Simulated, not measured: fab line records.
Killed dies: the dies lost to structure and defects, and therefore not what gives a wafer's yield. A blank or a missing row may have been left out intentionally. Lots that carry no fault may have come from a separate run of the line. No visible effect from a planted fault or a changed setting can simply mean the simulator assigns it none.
Matching of chambers	flow nand-harc	cmp-03 running NHARC_A_BLC_CMP_25: 4 sister chambers
The step polishes, t overpolish 30 s, target thk 150 nm. 8 wafers are shown with their chamber, then 8 later ones without.

EACH WAFER AND ITS CHAMBER
wafer	chamber	time-to-endpoint-s (s)	motor-current-A (A)
L077.1	1	35.6	11.9
L081.4	2	29.8	11.5
L083.3	2	26.0	12.1
L083.5	0	26.2	12.8
L091.1	0	31.6	12.7
L091.3	1	37.5	12.3
L091.4	3	31.1	12.3
L092.1	3	30.4	11.4

WAFERS WITH NO CHAMBER GIVEN
wafer	time-to-endpoint-s (s)	motor-current-A (A)
L092.4	28.6	12.2
L092.6	31.7	12.4
L093.2	31.3	11.5
L093.4	36.7	12.0
L093.6	33.0	12.6
L096.1	34.8	12.7
L096.3	31.4	11.6
L096.6	35.5	11.6

THE CHAMBER EACH PASSED THROUGH
wafer	from the rows above	in truth
L092.4	can't be placed: 2 or 3 or 0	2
L092.6	can't be placed: 3 or 0 or 1 or 2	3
L093.2	can't be placed: 3 or 2 or 1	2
L093.4	1	1
L093.6	can't be placed: 0 or 1 or 3 or 2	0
L096.1	can't be placed: 1 or 0 or 3 or 2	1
L096.3	can't be placed: 3 or 2 or 1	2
L096.6	can't be placed: 1 or 3 or 2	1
Placed correctly: 1 of 8. From these rows, 7 cannot be placed; in 7 the true chamber is one of the candidates. Wrongly placed: 0.
How it was worked out, from the rows above alone: a wafer's distance from a chamber is the root of the sum, over the readings, of the square of ((its reading less the chamber's mean) divided by the reading's scatter). If the next closest chamber is less than 2 further off than the closest, the wafer can't be placed; otherwise it belongs to the closest. A chamber's mean is the mean of its shown wafers. The scatter is the square root of a quotient: the sum, over the shown wafers, of each reading's squared deviation from its chamber's mean, divided by wafers minus chambers.
